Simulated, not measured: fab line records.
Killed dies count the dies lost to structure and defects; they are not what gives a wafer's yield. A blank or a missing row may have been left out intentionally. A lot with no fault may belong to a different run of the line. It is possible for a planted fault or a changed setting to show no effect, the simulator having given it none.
The same fault as seen by 2 desks | flow n5-finfet | each desk has only its own numbers; what lay behind them comes last

## METROLOGY DESK
What the gauges read, lot by lot, whatever tool the lot ran on: means of the sampled wafers that have a number. Any lot whose mean is over 4 standard deviations away from the usual mean is out of limits and marked OUT; that distance is given in the brackets.
Columns: A = cd-nm at N5_BEOL_M10_CD_MEAS_11, usual 64.2 nm
lot  | first seen here | A
L930 | day 12 06:52    | 63.6
L932 | day 12 09:55    | 64.1
L934 | day 12 19:06    | 64.3
L935 | day 12 19:25    | 64.0
L933 | day 13 03:50    | 64.4
L942 | day 16 09:13    | 64.4
L946 | day 17 14:58    | 64.3
L944 | day 17 15:01    | 63.5
L950 | day 17 22:15    | 64.4
L949 | day 18 10:10    | 64.2
This desk's verdict: no lot among the 10 shows anything out of limits.

## DESK OF THE TOOL OWNER: rie-diel-06
The tool's own readings at N5_BEOL_M10_ETCH_41 (etches SiCN in CH3F/O2, target depth 42.6 nm, time 86 s): means of the sampled wafers that have a number, for each lot that ran on this tool. Any lot whose mean is over 4 standard deviations away from the usual mean is out of limits and marked OUT; that distance is given in the brackets.
Columns: A = drypump-motor-current-A at N5_BEOL_M10_ETCH_41, usual 5.51 A; B = oes-product-au at N5_BEOL_M10_ETCH_41, usual 0.78 a.u.; C = rf-fwd-power-W at N5_BEOL_M10_ETCH_41, usual 392.4 W; D = rf-vpp-V at N5_BEOL_M10_ETCH_41, usual 297.0 V; E = showerhead-plenum-p-Torr at N5_BEOL_M10_ETCH_41, usual 1.98 Torr; F = throttle-valve-pct at N5_BEOL_M10_ETCH_41, usual 16.30 %
lot  | first seen here | A    | B    | C               | D               | E    | F
L932 | day 12 13:26    | 5.74 | 0.74 | 390.2           | 296.2           | 1.98 | 16.19
L942 | day 16 11:37    | 5.29 | 0.70 | 392.9           | 297.2           | 1.98 | 16.36
L944 | day 17 17:46    | 5.75 | 0.76 | 330.0 (-45) OUT | 316.9 (+12) OUT | 2.04 | 16.10
L946 | day 17 18:49    | 5.65 | 0.79 | 328.8 (-45) OUT | 315.8 (+11) OUT | 1.99 | 15.99
This desk's finding: out of limits on L944, L946; first on L944, day 17 17:46 (rf-fwd-power-W at N5_BEOL_M10_ETCH_41). L932, L942: within limits.

## PUT TOGETHER
The tool owner's desk could have raised an alarm at day 17 17:46, on L944, L946.
From the metrology desk's view, nothing was out of limits.
The metrology desk has L944, L946 on record, within its limits.
All the named lots went through N5_BEOL_M10_ETCH_41 on rie-diel-06.

## WHAT THE SIMULATOR PUT IN
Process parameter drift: rie-diel-06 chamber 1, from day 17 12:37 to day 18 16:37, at N5_BEOL_M10_ETCH_41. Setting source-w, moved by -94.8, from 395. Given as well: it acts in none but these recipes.
Shown lots that were struck: L944, L946.
How many hours passed from the start of the fault until each desk's first out-of-limits reading: the tool owner's desk, 5.
